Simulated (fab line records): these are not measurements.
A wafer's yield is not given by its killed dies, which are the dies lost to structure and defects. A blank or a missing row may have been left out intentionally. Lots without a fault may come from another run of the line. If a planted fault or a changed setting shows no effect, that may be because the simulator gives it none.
A lot that was struck, set against a sound lot ; flow nand_harc ; 15 steps out of a route of 1159
Sound: the wafers L905.3, L905.4, L905.5. Struck: wafer L909.4. (L909.5 of the same lot was not struck and is left out.) The cause comes at the end.
Per side, at each step with rows, come the tool, then ch with its chambers, and then its first start. Under that, the readings that differ: sound wafers ; struck wafers ; difference of the means ; sigmas: that difference in standard deviations of wafers without a fault.
alike: a reading whose means differ by less than 2 such deviations, as well as words and numbers matching on both sides. not compared: withheld readings; readings where some wafer has no value; bounds like >300 that might hide an equal value; numbers whose values overlap and for which the record gives no deviation.
Wherever a step has rows on one side only, a row that says differs or no value, or a row with sigmas, the two part there. Numbers that don't overlap but have no deviation are shown without sigmas and don't part them. A reading that every wafer of one side lacks parts them only if that side has two wafers or more.

NHARC_A_CHANNEL_HOLE_D1_STRIP_27: strips in O2.
  sound: rie_diel-06 ch 0,1,2; struck: rie_diel-09 ch 2
  alike: drypump_motor_current_A, oes_product_au, rf_vpp_V, showerhead_plenum_p_Torr, throttle_valve_pct
  not compared: rf_hours_counter_h
then, 2 steps without rows for these wafers: NHARC_A_CHANNEL_HOLE_D1_PRECLEAN_28 (cleans in SC1); NHARC_A_CHANNEL_HOLE_D1_SRD_29.
NHARC_A_CHANNEL_HOLE_D1_CD_MEAS_30:
  sound on cd_sem-02, day 11 16:11; struck on cd_sem-01, day 12 00:59
  alike: cd_nm
following that, these wafers have no rows for 1 step: NHARC_A_CHANNEL_HOLE_D1_XSEM_31.
NHARC_A_CHANNEL_HOLE_D1_INSPECT_40:
  sound on defect_inspect-01, day 11 16:23; struck on defect_inspect-01, day 12 01:09
reading;sound;struck;difference;sigmas
raw_defect_count;38 52 28;72;+33;+2
then, 2 steps without rows for these wafers: NHARC_A_CHANNEL_FILL_D1_PRECLEAN_00 (cleans in SC1); NHARC_A_CHANNEL_FILL_D1_SRD_01.
NHARC_A_CHANNEL_FILL_D1_ALD_02: deposits SiO2, target thk 6 nm, pulse time 10 s, ald cycles 60.
  sound on ald_hk-02 ch 0,1, day 11 16:39; struck on ald_hk-04 ch 3, day 12 03:08
  alike: heater_power_w, precursor_pulse_height_rel
  not compared: ald_cycles
NHARC_A_CHANNEL_FILL_D1_ALD_03: deposits SiNx, target thk 6 nm, pulse time 60 s, ald cycles 58.
  sound: ald_sin_batch-01 ch 0; struck: ald_sin_batch-02 ch 0
reading;sound;struck;difference;sigmas
precursor_pulse_height_rel;0.956 0.966 0.965;1.011;+0.049;+2
  not compared: ald_cycles
NHARC_A_CHANNEL_FILL_D1_ALD_14: deposits SiO2, target thk 2.5 nm, pulse time 10 s, ald cycles 25.
  sound on ald_hk-04 ch 0,1,3, day 12 02:58; struck on ald_hk-01 ch 3, day 12 10:01
  alike: heater_power_w, precursor_pulse_height_rel
  not compared: ald_cycles
NHARC_A_CHANNEL_FILL_D1_ALD_15: deposits SiNx, target thk 2 nm, pulse time 60 s, ald cycles 19.
  sound on ald_sin_batch-01 ch 0; struck on ald_sin_batch-03 ch 0, day 12 13:17
  alike: precursor_pulse_height_rel
  not compared: ald_cycles
NHARC_A_CHANNEL_FILL_D1_ALD_16: deposits SiO2, target thk 1.5 nm, pulse time 10 s, ald cycles 15.
  sound on ald_hk-02 ch 0,1,2, day 12 08:13; struck on ald_hk-02 ch 0, day 12 15:55
reading;sound;struck;difference;sigmas
ald_cycles;15 15 15;13;-2;
  alike: heater_power_w, precursor_pulse_height_rel
then, 1 step without rows for these wafers: NHARC_A_CHANNEL_FILL_D1_ANNEAL_17 (time 1800 s).
NHARC_END_SORT_01:
  the record has rows for the sound wafers here (prober-01 ch 0, day 22 07:31) and none for the struck ones

WHERE THEY PART
Earliest at NHARC_A_CHANNEL_HOLE_D1_INSPECT_40; latest, in this record, at NHARC_END_SORT_01.

WHY: whatever the simulator had introduced
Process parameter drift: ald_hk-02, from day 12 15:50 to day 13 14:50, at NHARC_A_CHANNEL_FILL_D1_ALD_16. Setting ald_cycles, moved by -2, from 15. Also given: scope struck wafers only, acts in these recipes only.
